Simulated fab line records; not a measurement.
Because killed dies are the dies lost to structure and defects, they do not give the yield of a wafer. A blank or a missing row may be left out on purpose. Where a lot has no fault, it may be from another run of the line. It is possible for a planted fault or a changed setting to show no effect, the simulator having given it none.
fab line records ; flow nand-harc
record lots=5; wafers=15; last-day=33
route steps=1302 shown A_BONDPAD@1210 END@1302
lots with no fault: from the same line, run without faults
start-h: hours from the record's opening day to when the first of the lot's shown wafers began ; wait-h: time in hours since the lot's previous step ; " the same as in the row above ; L1.1+2: a single row standing in for several wafers ; - either no value or no given start ; * or withheld: withheld ; < > ~ a bound
route shown NAME@n: NAME is a module with steps in the file, n the number in the route of the first one ; usual: mean/standard deviation taken from wafers without a fault ; same: alike in all rows ; chamber/n: place in a boat ; sites: readings site by site ; _std_site: standard deviation across them ; _edge_site: inner sites' mean taken away from outer sites' mean ; radius-mm: how far each site lies from the wafer's centre ; mask NAME#n: copy n ; behind: the last tool/chamber to shape the wafer ; hold: what put the lot on hold/how long, in hours/how the hold closed ; device: the n, p or np transistor that did not switch ; end of line: tests run on the same wafers once the route is complete ; for a step that has no rows: nothing shown but its recipe ; killed: count of dies lost to structure and defects at first sort (not the wafer's yield) ; map: shows each die of a wafer: x if killed, . if not, _ if none is there
set.NAME: the setting that was run; set.NAME@STEP: the one run at that earlier step ; model.NAME: the simulator's own value behind a step, which no gauge read
lots at some steps of the route; a table a step, a row a wafer
services: the hour from which a tool's chamber was out of use, counted from the record's first day as start-h (under 0 if before that day), plus the number of hours and why
## steps
# step NHARC_A_BONDPAD_SOFTBAKE_04
# recipe temp-c=125; time-s=70
# step NHARC_A_BONDPAD_EBR_05
# step NHARC_A_BONDPAD_EXPOSE_06
# recipe na=0.55; dose-mj=36.99; mask-id=A_BPAD
# step NHARC_A_BONDPAD_PEB_07
# recipe peb-temp-c=128; peb-time-s=80
# step NHARC_A_BONDPAD_DEVELOP_08
# recipe time-s=50; dev-temp-c=22
# step NHARC_A_BONDPAD_CD_MEAS_09
# recipe target-cd-nm=500; landing-energy-ev=500
# usual cd-nm=499.5/1.9
lot.wafer;tool;chamber;start-h;wait-h;cd-nm
L716.1;cd-sem-03;0;633.24;-;495.8
L716.3;cd-sem-03;0;633.24;-;499.1
L716.6;cd-sem-03;0;633.24;-;496.9
L719.1;cd-sem-03;0;644.48;-;496.2
L719.3;cd-sem-03;0;644.48;-;497.3
L719.4;cd-sem-03;0;644.48;-;498.2
L723.1;cd-sem-03;0;686.90;-;500.0
L723.4;cd-sem-03;0;686.90;-;501.0
L723.5;cd-sem-03;0;686.90;-;498.3
L731.3;cd-sem-01;0;754.73;-;498.6
L731.4;cd-sem-01;0;754.73;-;502.1
L731.6;cd-sem-01;0;754.73;-;499.5
L732.2;cd-sem-01;0;758.74;-;500.3
L732.5;cd-sem-01;0;758.74;-;497.9
L732.6;cd-sem-01;0;758.74;-;501.4
# step NHARC_A_BONDPAD_OVL_MEAS_35
# usual overlay-x-nm=-4/6.7; overlay-y-nm=-1/5.8
lot.wafer;tool;chamber;start-h;wait-h;overlay-x-nm;overlay-y-nm
L716.1;overlay-01;-;633.33;-;-12;-2
L716.3;overlay-01;-;633.33;-;-13;-2
L716.6;overlay-01;-;633.33;-;-14;-2
L719.1;overlay-02;-;644.57;-;0;-3
L719.3;overlay-02;-;644.57;-;0;-3
L719.4;overlay-02;-;644.57;-;0;-3
L723.1;overlay-01;-;686.99;-;-6;10
L723.4;overlay-01;-;686.99;-;-7;10
L723.5;overlay-01;-;686.99;-;-6;10
L731.3;overlay-02;-;754.82;-;3;2
L731.4;overlay-02;-;754.82;-;3;2
L731.6;overlay-02;-;754.82;-;3;2
L732.2;overlay-02;-;758.83;-;4;1
L732.5;overlay-02;-;758.83;-;4;1
L732.6;overlay-02;-;758.83;-;4;1
# step NHARC_A_BONDPAD_HARDBAKE_10
# recipe temp-c=118; time-s=65
# step NHARC_A_BONDPAD_DESCUM_11
# recipe time-s=3; o2-flow-sccm=200; ar-flow-sccm=0; bias-power-w=0; chemistry=O2
# usual drypump-motor-current-A=5.8/0.43; oes-product-au=0.997/0.01; rf-vpp-V=57.5/0.85; showerhead-plenum-p-Torr=1.86/0.048; throttle-valve-pct=11.312/0.0097
# same bias-power-w=0
lot.wafer;tool;chamber;start-h;wait-h;drypump-motor-current-A;oes-product-au;rf-hours-counter-h;rf-vpp-V;showerhead-plenum-p-Torr;throttle-valve-pct
L716.3;rie-diel-10;2;633.47;-;5.6;1.004;1;56.9;1.86;11.317
L716.1;rie-diel-10;3;633.47;-;5.3;1.015;1;57.5;1.78;11.325
L716.6;rie-diel-10;0;633.47;-;6.5;0.987;-;57.7;1.94;11.299
L719.3;rie-diel-10;3;644.69;-;5.2;1.012;2;57.7;1.78;11.296
L719.1;rie-diel-10;0;644.69;-;6.4;0.984;2;58.3;1.94;11.323
L719.4;rie-diel-10;1;644.69;-;5.9;0.999;1;58.1;1.85;11.296
L723.1;rie-diel-10;0;687.12;-;6.5;0.986;3;58.3;1.94;11.324
L723.4;rie-diel-10;2;687.12;-;5.6;0.994;3;56.1;1.86;11.299
L723.5;rie-diel-10;0;687.12;-;6.4;0.993;-;58.1;1.94;11.312
L731.3;rie-diel-08;1;754.95;-;5.6;1.010;5;57.8;1.87;11.313
L731.4;rie-diel-08;2;754.95;-;6.2;1.002;4;56.1;1.84;11.318
L731.6;rie-diel-08;1;754.95;-;5.7;0.995;-;57.2;1.87;11.314
L732.2;rie-diel-08;3;758.95;-;5.9;1.000;4;58.0;1.83;11.316
L732.5;rie-diel-08;3;758.95;-;5.9;0.992;-;58.1;1.83;11.305
L732.6;rie-diel-08;0;758.95;-;5.5;0.994;-;57.8;1.87;11.313
# step NHARC_A_BONDPAD_ETCH_34
# recipe target-depth-a=600; overetch-a=180; time-s=65.91; ion-energy-ev=200; n2-flow-sccm=150; h2-flow-sccm=150; ar-flow-sccm=0; rf-w=400; bias-w=150; chemistry=N2/H2
# usual drypump-motor-current-A=5.8/0.42; oes-product-au=0.996/0.011; rf-vpp-V=428.8/1.7; showerhead-plenum-p-Torr=1.98/0.051; throttle-valve-pct=14.171/0.0094
lot.wafer;tool;chamber;start-h;wait-h;drypump-motor-current-A;oes-product-au;rf-hours-counter-h;rf-vpp-V;showerhead-plenum-p-Torr;throttle-valve-pct
L716.3;rie-diel-10;1;633.55;0.1;5.9;0.989;1;427.9;1.97;14.173
L716.1;rie-diel-10;2;633.55;0.1;5.6;0.984;1;430.5;1.99;14.163
L716.6;rie-diel-10;3;633.55;0.1;5.3;1.001;-;426.6;1.89;14.164
L719.4;rie-diel-10;1;644.78;0.1;5.9;1.004;1;427.4;1.97;14.167
L719.3;rie-diel-10;3;644.78;0.1;5.3;0.992;2;426.4;1.89;14.174
L719.1;rie-diel-10;0;644.78;0.1;6.5;0.986;2;430.5;2.06;14.185
L723.4;rie-diel-10;3;687.21;0.1;5.2;0.998;3;424.9;1.89;14.169
L723.1;rie-diel-10;0;687.21;0.1;6.5;0.982;3;431.8;2.06;14.169
L723.5;rie-diel-10;1;687.21;0.1;5.9;0.993;-;428.9;1.97;14.172
L731.3;rie-diel-08;2;755.03;0.1;6.2;0.988;4;428.8;1.96;14.153
L731.4;rie-diel-08;0;755.03;0.1;5.5;0.996;4;429.8;1.99;14.173
L731.6;rie-diel-08;2;755.03;0.1;6.2;0.993;-;428.7;1.96;14.187
L732.2;rie-diel-08;2;759.05;0.1;6.2;1.005;4;428.6;1.96;14.161
L732.5;rie-diel-08;1;759.05;0.1;5.6;0.990;-;430.2;1.99;14.160
L732.6;rie-diel-08;2;759.05;0.1;6.2;0.993;-;428.8;1.96;14.184
# step NHARC_A_BONDPAD_ETCH_12
# recipe target-depth-a=2200; time-s=110; chf3-flow-sccm=50; o2-flow-sccm=10; ar-flow-sccm=200; rf-w=500; bias-w=200; chemistry=CHF3/O2
# usual drypump-motor-current-A=5.8/0.42; oes-product-au=0.950/0.02; rf-vpp-V=369.1/1.6; showerhead-plenum-p-Torr=2.33/0.055; throttle-valve-pct=20.572/0.0095
lot.wafer;tool;chamber;start-h;wait-h;drypump-motor-current-A;oes-product-au;rf-hours-counter-h;rf-vpp-V;showerhead-plenum-p-Torr;throttle-valve-pct
L716.3;rie-diel-10;2;-;-;5.6;0.961;1;369.2;2.34;20.563
L716.1;rie-diel-10;3;-;-;5.2;0.962;1;366.7;2.24;20.582
L716.6;rie-diel-10;2;-;-;5.6;0.966;-;368.5;2.34;20.563
L719.3;rie-diel-10;2;-;-;5.6;0.983;1;368.6;2.34;20.588
L719.1;rie-diel-10;3;-;-;5.2;0.956;2;366.9;2.24;20.584
L719.4;rie-diel-10;0;-;-;6.5;0.952;2;371.7;2.43;20.568
L723.4;rie-diel-10;2;-;-;5.6;0.980;3;369.7;2.34;20.572
L723.1;rie-diel-10;3;-;-;5.3;0.955;3;368.0;2.24;20.582
L723.5;rie-diel-10;2;-;-;5.6;0.966;-;368.5;2.34;20.579
L731.3;rie-diel-08;3;-;-;5.9;0.967;4;369.3;2.30;20.582
L731.4;rie-diel-08;0;-;-;5.4;0.965;4;369.2;2.34;20.572
L731.6;rie-diel-08;2;-;-;6.2;0.968;-;367.8;2.32;20.568
L732.2;rie-diel-08;0;-;-;5.5;0.959;5;369.6;2.34;20.576
L732.6;rie-diel-08;3;-;-;5.9;0.958;-;367.7;2.30;20.570
L732.5;rie-diel-08;0;-;-;5.5;0.954;-;368.7;2.34;20.577
# step NHARC_A_BONDPAD_CD_MEAS_13
# usual cd-nm=499.1/2
lot.wafer;tool;chamber;start-h;wait-h;cd-nm
L716.1;cd-sem-02;-;633.77;-;495.5
L716.3;cd-sem-02;-;633.77;-;498.2
L716.6;cd-sem-02;-;633.77;-;496.8
L719.1;cd-sem-01;-;645.01;-;495.3
L719.3;cd-sem-01;-;645.01;-;497.7
L719.4;cd-sem-01;-;645.01;-;498.3
L723.1;cd-sem-02;-;687.43;-;498.2
L723.4;cd-sem-02;-;687.43;-;501.3
L723.5;cd-sem-02;-;687.43;-;497.7
L731.3;cd-sem-01;-;755.27;-;497.7
L731.4;cd-sem-01;-;755.27;-;502.5
L731.6;cd-sem-01;-;755.27;-;499.1
L732.2;cd-sem-01;-;759.27;-;499.5
L732.5;cd-sem-01;-;759.27;-;498.6
L732.6;cd-sem-01;-;759.27;-;500.9
# step NHARC_A_BONDPAD_STRIP_15
# recipe o2-flow-sccm=500; ar-flow-sccm=0; bias-w=0; chemistry=O2
# usual chamber-pressure-mTorr=60.00/0.063; drypump-motor-current-A=5.7/0.45; oes-product-au=0.999/0.011; rf-vpp-V=57.5/0.89; showerhead-plenum-p-Torr=3.42/0.084; throttle-valve-pct=17.036/0.009
lot.wafer;tool;chamber;start-h;wait-h;chamber-pressure-mTorr;drypump-motor-current-A;oes-product-au;rf-hours-counter-h;rf-vpp-V;showerhead-plenum-p-Torr;throttle-valve-pct
L716.1;rie-diel-10;0;633.84;0.1;59.97;6.5;0.995;1;58.4;3.57;17.040
L716.3;rie-diel-10;1;633.84;0.1;60.20;5.9;0.989;1;55.9;3.42;17.048
L716.6;rie-diel-10;1;633.84;0.1;59.97;5.9;0.999;-;59.5;3.42;17.036
L719.3;rie-diel-10;3;645.10;0.1;60.03;5.2;1.002;2;56.9;3.30;17.032
L719.4;rie-diel-10;0;645.10;0.1;60.03;6.4;0.983;2;58.9;3.57;17.033
L719.1;rie-diel-10;1;645.10;0.1;59.95;5.9;0.993;2;58.6;3.42;17.014
L723.1;rie-diel-10;0;687.51;0.1;60.01;6.4;0.995;4;58.9;3.57;17.048
L723.4;rie-diel-10;2;687.51;0.1;47.63;5.6;0.994;3;58.0;3.44;17.030
L723.5;rie-diel-10;0;687.51;0.1;59.99;6.5;0.990;-;57.9;3.57;17.042
L731.4;rie-diel-08;0;755.35;0.1;60.07;5.5;1.000;4;57.8;3.45;17.028
L731.3;rie-diel-08;2;755.35;0.1;60.06;6.2;1.001;4;57.9;3.40;17.045
L731.6;rie-diel-08;3;755.35;0.1;60.03;5.9;0.994;-;58.2;3.38;17.045
L732.2;rie-diel-13;3;759.38;0.1;60.07;5.4;1.021;9;59.0;3.45;17.053
L732.5;rie-diel-13;1;759.38;0.1;60.04;5.2;1.011;-;57.6;3.49;17.016
L732.6;rie-diel-13;2;759.38;0.1;59.93;6.2;0.992;-;56.3;3.31;17.032
# step NHARC_A_BONDPAD_ETCH_24
# recipe target-depth-a=300; over-etch-frac=0.3; time-s=72.99; ion-energy-ev=150; cf4-flow-sccm=50; n2-flow-sccm=100; ar-flow-sccm=150; rf-w=300; bias-w=100; chemistry=CF4/N2
# usual drypump-motor-current-A=5.7/0.45; oes-product-au=1.000/0.011; rf-vpp-V=312.8/1.3; showerhead-plenum-p-Torr=2.55/0.064; throttle-valve-pct=19.794/0.009
# same over-etch-frac=0.3
lot.wafer;tool;chamber;start-h;wait-h;drypump-motor-current-A;oes-product-au;rf-hours-counter-h;rf-vpp-V;showerhead-plenum-p-Torr;throttle-valve-pct
L716.3;rie-diel-10;0;-;-;6.4;0.991;1;313.8;2.66;19.792
L716.1;rie-diel-10;1;-;-;5.9;0.993;1;313.6;2.54;19.771
L716.6;rie-diel-10;2;-;-;5.6;1.000;-;311.7;2.56;19.797
L719.1;rie-diel-10;2;-;-;5.6;0.999;1;313.5;2.56;19.810
L719.4;rie-diel-10;0;-;-;6.5;0.974;2;313.7;2.65;19.791
L719.3;rie-diel-10;1;-;-;5.9;0.990;2;313.1;2.54;19.802
L723.4;rie-diel-10;0;-;-;6.5;0.994;4;315.3;2.65;19.796
L723.1;rie-diel-10;3;-;-;5.3;1.014;3;310.6;2.45;19.804
L723.5;rie-diel-10;1;-;-;5.9;0.990;-;312.1;2.54;19.804
L731.4;rie-diel-08;0;-;-;5.4;0.995;4;311.8;2.56;19.794
L731.3;rie-diel-08;1;-;-;5.6;0.987;5;313.1;2.57;19.789
L731.6;rie-diel-08;0;-;-;5.4;0.999;-;311.0;2.56;19.791
L732.2;rie-diel-13;1;-;-;5.2;1.002;8;314.0;2.59;19.800
L732.6;rie-diel-13;0;-;-;5.2;1.000;-;311.4;2.47;19.796
L732.5;rie-diel-13;1;-;-;5.2;1.018;-;314.5;2.59;19.787
# step NHARC_END_SORT_01
# recipe temp-c=25
# usual defect-limited-yield=90.5/2.8; killed-at-array=59/19; killed-at-other=1.0/1.1; killed-at-periphery=3.8/2.4; killed-dies=64/19; killed-open=3.3/2; killed-short=2.4/1.6
# same gross-dies=677
lot.wafer;tool;chamber;start-h;wait-h;defect-limited-yield[%];killed-at-array;killed-at-other;killed-at-periphery;killed-dies;killed-open;killed-short
L716.1;prober-02;0;669.41;2.5;96.0;25;0;2;27;3;0
L716.3;prober-02;0;671.01;3.1;94.7;35;0;1;36;7;0
L716.6;prober-02;0;673.41;4.0;95.0;31;0;3;34;5;3
L723.1;prober-01;0;718.52;2.5;92.6;49;1;0;50;0;0
L723.4;prober-01;0;720.91;3.4;92.5;49;1;1;51;5;1
L723.5;prober-01;0;721.71;3.7;91.3;50;5;4;59;2;0
L732.2;prober-02;0;787.56;2.8;89.8;65;1;3;69;2;2
L732.5;prober-02;0;789.95;3.7;93.5;42;0;2;44;2;3
L732.6;prober-02;0;790.75;4.0;91.7;52;0;4;56;2;3
# killed by level:class
L716.1 A_CHANNEL_HOLE_D2:chamber-film-flake=12 A_CHANNEL_HOLE_D1:chamber-film-flake=6 A_SLIT:chamber-film-flake=3 A_CONTACT:chamber-film-flake=2 P_GATE:geometric-particle:open=1 P_CONTACT:geometric-particle:open=1 A_SGD_CUT:geometric-particle:open=1 A_DECK1_JOINT:chamber-film-flake=1
L716.3 A_CHANNEL_HOLE_D2:chamber-film-flake=15 A_CHANNEL_HOLE_D1:chamber-film-flake=5 A_SLIT:chamber-film-flake=4 A_CONTACT:chamber-film-flake=4 A_WL_FILL:geometric-particle:open=2 A_BLC:geometric-particle:open=2 P_CONTACT:geometric-particle:open=1 A_ONON_D1:geometric-particle:open=1
L716.6 A_CHANNEL_HOLE_D2:chamber-film-flake=15 A_CHANNEL_HOLE_D1:chamber-film-flake=6 A_WL_FILL:geometric-particle:short=2 P_GATE:geometric-particle:open=1 A_CHANNEL_FILL_D1:geometric-particle:short=1 A_CHANNEL_HOLE_D2:geometric-particle:open=1 A_CHANNEL_FILL_D2:geometric-particle:open=1 A_WL_FILL:geometric-particle:open=1
L723.1 A_SLIT:chamber-film-flake=26 A_CHANNEL_HOLE_D2:chamber-film-flake=12 A_CHANNEL_HOLE_D1:chamber-film-flake=7 A_SGD_CUT:chamber-film-flake=4 THIN_TSV:chamber-film-flake=1
L723.4 A_SLIT:chamber-film-flake=18 A_CHANNEL_HOLE_D2:chamber-film-flake=14 A_CHANNEL_HOLE_D1:chamber-film-flake=11 P_GATE:geometric-particle:open=1 A_SOURCE_PLATE:geometric-particle:open=1 A_SOURCE_PLATE:geometric-particle:short=1 A_WL_FILL:geometric-particle:open=1 A_BLC:geometric-particle:open=1
L723.5 A_SLIT:chamber-film-flake=29 A_CHANNEL_HOLE_D2:chamber-film-flake=14 A_CHANNEL_HOLE_D1:chamber-film-flake=5 THIN_TSV:chamber-film-flake=5 P_CONTACT:chamber-film-flake=2 P_CONTACT:geometric-particle:open=1 P_M1:geometric-particle:open=1 A_STAIRCASE:chamber-film-flake=1
L732.2 A_SLIT:chamber-film-flake=29 A_CHANNEL_HOLE_D1:chamber-film-flake=23 A_CONTACT:chamber-film-flake=8 P_GATE:geometric-particle:open=1 A_STAIRCASE:geometric-particle:short=1 A_STAIRCASE:geometric-particle:open=1 A_M1:geometric-particle:short=1 P_ZERO_WELL:chamber-film-flake=1
L732.5 A_SLIT:chamber-film-flake=14 A_CHANNEL_HOLE_D1:chamber-film-flake=11 A_CONTACT:chamber-film-flake=9 A_DECK1_JOINT:chamber-film-flake=2 P_M1:geometric-particle:short=1 A_ONON_D2:geometric-particle:short=1 A_CHANNEL_FILL_D2:geometric-particle:short=1 A_CONTACT:geometric-particle:open=1
L732.6 A_SLIT:chamber-film-flake=35 A_CHANNEL_HOLE_D1:chamber-film-flake=8 A_CONTACT:chamber-film-flake=3 P_GATE:geometric-particle:open=1 P_M2:geometric-particle:open=1 A_CHANNEL_FILL_D1:geometric-particle:short=1 A_CHANNEL_FILL_D2:geometric-particle:short=1 A_WL_FILL:geometric-particle:short=1
## services
tool;chamber;start-h;hours;kind
rie-diel-10;0;630.00;-;clean
rie-diel-10;1;630.00;-;clean
rie-diel-10;2;630.00;-;clean
rie-diel-10;3;630.00;-;clean
rie-diel-10;0;654.50;-;clean
rie-diel-10;1;654.50;-;clean
rie-diel-10;2;654.50;-;clean
rie-diel-10;3;654.50;-;clean
rie-diel-08;0;676.51;5.7;repair
rie-diel-10;0;679.00;-;clean
rie-diel-10;1;679.00;-;clean
rie-diel-10;2;679.00;-;clean
rie-diel-10;3;679.00;-;clean
rie-diel-13;-;696.60;9.0;pm
rie-diel-10;0;703.50;-;clean
rie-diel-10;1;703.50;-;clean
rie-diel-10;2;703.50;-;clean
rie-diel-10;3;703.50;-;clean
rie-diel-10;0;728.00;-;clean
rie-diel-10;1;728.00;-;clean
rie-diel-10;2;728.00;-;clean
rie-diel-08;-;731.25;9.0;pm
rie-diel-10;0;735.03;4.4;repair
rie-diel-10;2;752.31;6.6;repair
## key
first-sign step=NHARC_A_BONDPAD_STRIP_15; reading=chamber-pressure-mTorr; direction=down; sigmas=99+; usual=60.00; struck=47.63
effect none on later readings
met-at NHARC_A_BONDPAD_STRIP_15
struck-wafers L723.4
fault kind=process-parameter-drift; tool=rie-diel-10; chamber=2; onset-h=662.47; steps=NHARC_A_BONDPAD_STRIP_15; channel=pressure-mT; offset=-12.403; shape=step; end-h=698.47; acts-in=these-recipes-only; stated=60
